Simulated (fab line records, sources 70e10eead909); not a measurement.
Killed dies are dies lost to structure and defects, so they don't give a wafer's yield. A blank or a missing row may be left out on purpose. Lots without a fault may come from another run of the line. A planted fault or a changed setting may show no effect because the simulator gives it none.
Chamber matching | flow nand_harc | NHARC_P_BONDPAD_ETCH_37 on rie_diel-11: 4 sister chambers
The step etches the open film in N2/H2, target depth 60 nm, overetch 18 nm, time 65.91 s. 8 wafers are shown with their chamber, then 7 later ones without.

WAFERS WITH THEIR CHAMBER
wafer  | chamber | rf_vpp_V (V) | h2_flow_sccm (sccm)
L100.5 | 3       | 434.6        | 150.0
L101.1 | 3       | 432.4        | 150.3
L104.5 | 1       | 430.8        | 149.8
L104.6 | 0       | 435.5        | 149.7
L107.1 | 0       | 432.6        | 150.0
L107.6 | 2       | 426.2        | 149.7
L108.1 | 2       | 429.3        | 150.7
L108.2 | 1       | 430.3        | 149.3

WAFERS WITHOUT THEIR CHAMBER
wafer  | rf_vpp_V (V) | h2_flow_sccm (sccm)
L108.6 | 431.4        | 149.9
L115.1 | 425.9        | 150.2
L115.3 | 435.8        | 149.9
L115.4 | 435.8        | 150.2
L117.1 | 435.1        | 149.7
L117.2 | 426.7        | 149.8
L117.5 | 433.5        | 149.4

WHICH CHAMBER EACH WENT THROUGH
wafer  | from the rows above               | in truth
L108.6 | can't be placed: 1 or 3 or 0 or 2 | 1
L115.1 | 2                                 | 2
L115.3 | can't be placed: 0 or 3           | 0
L115.4 | can't be placed: 0 or 3           | 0
L117.1 | can't be placed: 0 or 3 or 1      | 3
L117.2 | can't be placed: 2 or 1           | 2
L117.5 | can't be placed: 0 or 1 or 3      | 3
Placed correctly: 1 of 7. Can't be placed from these rows: 6 (the true chamber is among the candidates in 6). Placed wrongly: 0.
How it was worked out, from the rows above alone: a wafer's distance from a chamber is the root of the sum, over the readings, of the square of ((its reading less the chamber's mean) divided by the reading's scatter). The wafer belongs to the nearest chamber; if the next one is less than 2 further off, it can't be placed. A chamber's mean is the mean of its shown wafers. The scatter: the root of (the sum of the squares of (reading less its chamber's mean) over the shown wafers, divided by (wafers less chambers)).
